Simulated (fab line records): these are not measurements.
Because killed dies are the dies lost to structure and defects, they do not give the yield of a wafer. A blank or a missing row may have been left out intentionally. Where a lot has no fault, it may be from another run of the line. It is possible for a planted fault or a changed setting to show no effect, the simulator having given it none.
Struck lot and sound lot, side by side :: flow n5-finfet :: 18 out of 1938 route steps
Sound: the wafers L950.2, L950.4, L950.6. Struck: wafer L958.5 (left out: L958.4, L958.6 of the same lot, which were not struck); the cause appears at the end.
For every step that has rows: the tool of each side, followed by ch and its chambers, followed by its first start. Under that, the readings that differ: sound wafers :: struck wafers :: difference of the means :: sigmas: that difference in standard deviations of wafers without a fault.
alike: same words and numbers on both sides, and readings whose means sit less than 2 such deviations apart. not compared: any withheld reading, any reading some wafer has no value for, any bound like >300 that may hide the same value, and any number with overlapping values for which the record gives no deviation.
A row with sigmas, a row that says differs or no value, or rows on one side alone: a step with any of these is where the two part. When numbers do not overlap yet have no deviation, they are printed without sigmas and do not part them. Lack of a reading on every wafer of one side parts them only where that side has two or more wafers.

first, 5 steps without rows for these wafers: N5_SD_EPI_N_EBR_05; N5_SD_EPI_N_SOFTBAKE_04 (time 60 s); N5_SD_EPI_N_EXPOSE_06 (exposes mask SD N BLK, target cd 120 nm); N5_SD_EPI_N_PEB_07 (peb time 60 s); N5_SD_EPI_N_DEVELOP_08 (develop time 30 s).
N5_SD_EPI_N_CD_MEAS_09: target cd 120 nm.
  sound on cd-sem-03 ch 0, day 3 13:04; struck on cd-sem-02 ch 0, day 5 18:28
  alike: cd-nm
N5_SD_EPI_N_OVL_MEAS_10:
  sound on overlay-02 ch 0, day 3 13:06; struck on overlay-01 ch 0, day 5 18:30
  alike: SD_N_BLK_OVL
N5_SD_EPI_N_INSPECT_11: inspects for defects (macro).
  sound on defect-inspect-02, day 3 13:07; struck on defect-inspect-01, day 5 18:31
  alike: raw-defect-count
N5_SD_EPI_N_DESCUM_14: chemistry O2, time 7.9 s.
  sound on rie-diel-06 ch 1,2, day 3 13:09; struck on rie-diel-06 ch 3, day 5 18:34
  alike: drypump-motor-current-A, oes-product-au, rf-fwd-power-W, rf-vpp-V, showerhead-plenum-p-Torr, throttle-valve-pct
  not compared: rf-hours-counter-h
N5_SD_EPI_N_ETCH_34: etches SiARC in CF4, target depth 45.5 nm, time 75.8 s.
  sound on rie-diel-06 ch 1,2, day 3 13:11; struck on rie-diel-06 ch 3, day 5 18:37
  alike: drypump-motor-current-A, etch-rf-on-time-s, oes-product-au, rf-fwd-power-W, rf-vpp-V, showerhead-plenum-p-Torr, throttle-valve-pct
  not compared: rf-hours-counter-h
N5_SD_EPI_N_ETCH_35: etches SOC in N2/H2, overetch 108 nm, time 486 s.
  sound on rie-diel-06 ch 1,2, day 3 13:15; struck on rie-diel-06 ch 3, day 5 18:48
  alike: drypump-motor-current-A, oes-product-au, rf-fwd-power-W, rf-vpp-V, showerhead-plenum-p-Torr, throttle-valve-pct
  not compared: rf-hours-counter-h
then, 1 step without rows for these wafers: N5_SD_EPI_N_STRIP_36 (strips in N2/H2).
N5_SD_EPI_N_ETCHBACK_44: etches SiNx in CH3F/O2, stops on SiO2, target depth 14.5 nm.
  sound on rie-diel-06 ch 1,2, day 3 13:34; struck on rie-diel-06 ch 3, day 5 19:01
reading: model.SiARC_of_SD_EPI_N_COAT_33.thk-nm (nm)
sound: 16 15.6 16
struck: 13
difference: -3
sigmas: 
  alike: drypump-motor-current-A, oes-product-au, rf-fwd-power-W, rf-vpp-V, showerhead-plenum-p-Torr, throttle-valve-pct
  not compared: rf-hours-counter-h
N5_SD_EPI_N_ETCH_45: etches SiOCN in CH3F/O2, target depth 6 nm.
  sound on rie-diel-06 ch 1,2, day 3 13:40; struck on rie-diel-06 ch 3, day 5 19:07
  alike: drypump-motor-current-A, oes-product-au, rf-fwd-power-W, rf-vpp-V, showerhead-plenum-p-Torr, throttle-valve-pct
  not compared: rf-hours-counter-h
N5_SD_EPI_N_ETCH_16: etches SiO2 in CHF3/O2, target depth 5 nm.
  sound on rie-diel-06 ch 1,2, day 3 13:46; struck on rie-diel-06 ch 3, day 5 19:11
reading: model.SiARC_of_SD_EPI_N_COAT_33.thk-nm (nm)
sound: 12.6 12 12.4
struck: 9.2
difference: -3.1
sigmas: 
  alike: drypump-motor-current-A, oes-product-au, rf-fwd-power-W, rf-vpp-V, showerhead-plenum-p-Torr, throttle-valve-pct
  not compared: rf-hours-counter-h
then, 1 step without rows for these wafers: N5_SD_EPI_N_STRIP_47 (strips in CHF3/O2).
-- here the record skips 4 days between the struck wafers' starts before and after, leaving off in module SD_EPI_N and picking up in module BEOL_M4 (first step shown: number 1111 of the route) --
N5_BEOL_M4_RC_MEAS_101:
  sound on prober-01 ch 0, day 8 13:38; struck on prober-02 ch 0, day 10 00:35
reading: IOFF_N (nA/um)
sound: 0.182 0.110 0.132
struck: 0.214
difference: +0.073
sigmas: +2

reading: SS_P (mV/dec)
sound: 73.5 71.8 72.6
struck: 74.2
difference: +1.6
sigmas: +2
  alike: DIBL_N, DIBL_P, IOFF_P, ION_N, ION_P, SS_N, VT_N, VT_P
following that, these wafers have no rows for 1 step: N5_PASSIVATION_PROBE_49.

## WHERE THEY PART
At N5_BEOL_M4_RC_MEAS_101 and nowhere else, as far as this record goes.

WHY: whatever the simulator had introduced
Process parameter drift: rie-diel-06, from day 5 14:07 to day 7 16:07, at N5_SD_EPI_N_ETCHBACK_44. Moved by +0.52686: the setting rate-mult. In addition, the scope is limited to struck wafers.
